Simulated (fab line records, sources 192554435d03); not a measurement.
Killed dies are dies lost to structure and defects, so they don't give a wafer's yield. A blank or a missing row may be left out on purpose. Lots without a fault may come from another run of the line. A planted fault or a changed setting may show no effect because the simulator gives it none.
Which tool did it? | flow n5_finfet | 11 lots, 33 wafers sampled, at 2 steps of a route of 1938

WHAT THE GAUGES READ, wafer by wafer
N5_PASSIVATION_CD_MEAS_10: target cd 3000 nm.
lot  | measured     | on        | cd_nm (nm)
L898 | day 11 18:13 | cd_sem-01 | 3003.5 3001.2 3002.4
L899 | day 12 14:05 | cd_sem-03 | 3001.5 2998.8 3000.1
L906 | day 13 23:09 | cd_sem-03 | 3001.2 3001.6 3000.3
L908 | day 14 01:55 | cd_sem-02 | 3002.3 3005.8 3001.8
L909 | day 14 17:02 | cd_sem-02 | 2998.8 3000.2 2997.5
L911 | day 15 02:28 | cd_sem-01 | 3001.1 2997.4 3000.4
L910 | day 15 04:26 | cd_sem-03 | 3001.1 3002.5 3001.8
L916 | day 16 18:52 | cd_sem-03 | 2999.8 3002.5 2999.2
L918 | day 17 06:55 | cd_sem-03 | 2999.6 3000.2 3000.2
L921 | day 17 19:49 | cd_sem-03 | 3001.2 3002.7 3003.7
L920 | day 17 22:58 | cd_sem-03 | 3001.2 3002.6 3000.6

WHICH TOOL RAN EACH LOT (tool, then ch and the chambers of the sampled wafers, then the start)
lot  | N5_BEOL_M14_PRE_CLEAN_42
L898 | pvd_sputter-01, day 11 00:32
L899 | pvd_sputter-03, day 11 14:33
L906 | pvd_sputter-01, day 13 04:38
L908 | pvd_sputter-02, day 13 08:21
L909 | pvd_sputter-01, day 14 00:31
L911 | pvd_sputter-02, day 14 11:17
L910 | pvd_sputter-02, day 14 14:30
L916 | pvd_sputter-02, day 15 22:58
L918 | pvd_sputter-02, day 16 06:45
L921 | pvd_sputter-03, day 17 02:53
L920 | pvd_sputter-03, day 17 08:39
- N5_BEOL_M14_PRE_CLEAN_42: time 30 s.

WHAT THE TOOLS THEMSELVES READ (means of the sampled wafers that have a number; where no wafer has one, the mark that the record gives instead)
N5_BEOL_M14_PRE_CLEAN_42.
lot  | tool           | heater_power_w (W)
L898 | pvd_sputter-01 | 445
L899 | pvd_sputter-03 | 450
L906 | pvd_sputter-01 | 450
L908 | pvd_sputter-02 | 421
L909 | pvd_sputter-01 | 450
L911 | pvd_sputter-02 | 414
L910 | pvd_sputter-02 | 414
L916 | pvd_sputter-02 | 421
L918 | pvd_sputter-02 | 440
L921 | pvd_sputter-03 | 452
L920 | pvd_sputter-03 | 452

THE ANSWER, worked out from the rows above alone
Rule: what is usual is taken from the lots themselves. Put in order of their means at a reading, lots are off if they are a third of the lots or fewer, leave a main group of 4 or more, and stand apart from it by a gap of 3 or more times the standard deviation of the main group's means; of several such gaps the widest counts. A main group whose means are all the same, to the digits that the tables above print for the reading, isn't used. A lot without any number at a reading at which 4 lots or more have one is off too. The other lots that the step has rows for count as sound. The gauges are gone through in route order, then the tools' own readings, and for those a lot's mean is taken as printed above. The first step at which some lot is off is used, and at that step the reading that is off furthest; a lot without a number counts as furthest.
No lot is off at any reading shown: from this, nothing can be told.

WHAT THE SIMULATOR HAD PUT IN
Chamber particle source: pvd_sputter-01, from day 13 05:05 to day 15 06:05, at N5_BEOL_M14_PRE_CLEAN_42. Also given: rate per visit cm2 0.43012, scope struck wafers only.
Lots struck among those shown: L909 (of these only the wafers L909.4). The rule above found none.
